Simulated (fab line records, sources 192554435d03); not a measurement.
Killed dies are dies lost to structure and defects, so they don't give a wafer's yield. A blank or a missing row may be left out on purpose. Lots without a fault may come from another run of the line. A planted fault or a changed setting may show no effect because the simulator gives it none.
Split-lot experiment | flow n5_finfet | 7 lots, 39 wafers read, on a route of 1938 steps

THE SPLIT
At N5_BEOL_M1_PECVD_72 (deposits SiO2 from TEOS/O2, target thk 16 nm, time 18 s), the setting time_s was moved away from the recipe's 18 s on 15 of the 39 wafers read, by -60.0% to +43.6%. The other wafers ran this setting at the recipe's value.

The reading is taken at the split's own step.

THE READING
SiO2_of_BEOL_M1_PECVD_72.thk_nm (the simulator's own value, which no gauge read), in nm, at N5_BEOL_M1_PECVD_72 (deposits SiO2 from TEOS/O2, target thk 16 nm, time 18 s). The file gives no usual value for it. The 24 wafers here that ran the recipe average 16.0 nm, standard deviation 0.22 nm.

wafer  | tool, chamber at the split | time_s as run, s | against the recipe | SiO2_of_BEOL_M1_PECVD_72.thk_nm, nm | against lot-mates on the recipe
L076.1 | pecvd-01, 0,1              | 18               | recipe             | 15.8                                | -
L076.3 | pecvd-01, 0,1              | 18               | recipe             | 15.8                                | -
L076.2 | pecvd-01, 1                | 23.23            | +29.1%             | 20.2                                | +4.3
L076.4 | pecvd-01, 0,1              | 23.23            | +29.1%             | 20.6                                | +4.7
L076.5 | pecvd-01, 0,1              | 23.23            | +29.1%             | 20.6                                | +4.7
L076.6 | pecvd-01, 0                | 18               | recipe             | 16                                  | -
L079.2 | pecvd-02, 2                | 18               | recipe             | 16                                  | -
L079.4 | pecvd-02, 0                | 18               | recipe             | 16.4                                | -
L079.6 | pecvd-02, 2                | 18               | recipe             | 16.2                                | -
L085.1 | pecvd-04, 0                | 24.12            | +34.0%             | 21.4                                | +5.3
L085.2 | pecvd-04, 2                | 24.12            | +34.0%             | 21                                  | +4.9
L085.3 | pecvd-04, 1                | 18               | recipe             | 15.8                                | -
L085.4 | pecvd-04, 2,0              | 18               | recipe             | 16.2                                | -
L085.6 | pecvd-04, 2,0              | 18               | recipe             | 16.2                                | -
L085.5 | pecvd-04, 1                | 24.12            | +34.0%             | 21.2                                | +5.1
L089.1 | pecvd-02, 0,2              | 18               | recipe             | 16                                  | -
L089.6 | pecvd-02, 0,2              | 18               | recipe             | 16                                  | -
L089.2 | pecvd-02, 2                | 25.84            | +43.6%             | 22.6                                | +6.5
L089.3 | pecvd-02, 1                | 25.84            | +43.6%             | 22.4                                | +6.3
L089.4 | pecvd-02, 1                | 25.84            | +43.6%             | 23                                  | +6.9
L089.5 | pecvd-02, 0                | 18               | recipe             | 16.2                                | -
L092.1 | pecvd-04, 0,1              | 18               | recipe             | 16                                  | -
L092.4 | pecvd-04, 0,1              | 18               | recipe             | 16                                  | -
L092.2 | pecvd-04, 2                | 18               | recipe             | 15.8                                | -
L092.3 | pecvd-04, 1                | 18               | recipe             | 15.6                                | -
L092.5 | pecvd-04, 2                | 18               | recipe             | 16.4                                | -
L092.6 | pecvd-04, 0                | 18               | recipe             | 16.2                                | -
L094.1 | pecvd-04, 1                | 18               | recipe             | 15.6                                | -
L094.2 | pecvd-04, 0,2              | 18               | recipe             | 15.8                                | -
L094.3 | pecvd-04, 0,2              | 18               | recipe             | 15.8                                | -
L094.4 | pecvd-04, 0,2              | 24.29            | +34.9%             | 21.6                                | +5.9
L094.6 | pecvd-04, 0,2              | 24.29            | +34.9%             | 21.6                                | +5.9
L094.5 | pecvd-04, 1                | 24.29            | +34.9%             | 21.2                                | +5.5
L096.1 | pecvd-02, 0,1              | 7.207            | -60.0%             | 6.6                                 | -9.3
L096.3 | pecvd-02, 0,1              | 7.207            | -60.0%             | 6.6                                 | -9.3
L096.2 | pecvd-02, 2                | 18               | recipe             | 15.8                                | -
L096.4 | pecvd-02, 0                | 7.207            | -60.0%             | 6.8                                 | -9.1
L096.5 | pecvd-02, 1,2              | 18               | recipe             | 16                                  | -
L096.6 | pecvd-02, 1,2              | 18               | recipe             | 16                                  | -
Where a row lists several chambers, the file gives one row for several wafers and doesn't say which wafer went through which chamber.

THE FIT
A straight line over all 39 wafers: SiO2_of_BEOL_M1_PECVD_72.thk_nm changes by +0.155 nm for each +1% of time_s; r = +1.00; the points scatter about the line by 0.21 nm.
The same after taking each lot's own level away (the mean of its wafers on the recipe; 39 wafers): +0.155 nm for each +1%; r = +1.00; scatter 0.21 nm.
On that fit, the largest move of time_s shifts the reading by 9.3 nm.
The lots' own levels span 15.73 to 16.20 nm, that is 2.2 times the standard deviation above.
So the lot-to-lot level changes the slope little: the two slopes agree.
Check: with one of the wafers moved furthest among these (-60.0%) left out of the fit, the line predicts -9.27 nm for it against its lot-mates. It came out at -9.33 nm against them.

OTHER SPLITS ON THESE WAFERS
These wafers also went through other splits before the reading. Each is held against what the fit with the lots' levels taken away leaves over:
other split on the same wafers  | wafers away from the commonest value | r with SiO2_of_BEOL_M1_PECVD_72.thk_nm (lot level and that fit taken away)
N5_BEOL_M0_SAQP_PECVD_04 time_s | 18                                   | -0.22

THE FILE'S OWN FIT
SiO2_of_BEOL_M1_PECVD_72.thk_nm changes by +0.155 nm for each +1% of time_s, r = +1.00.
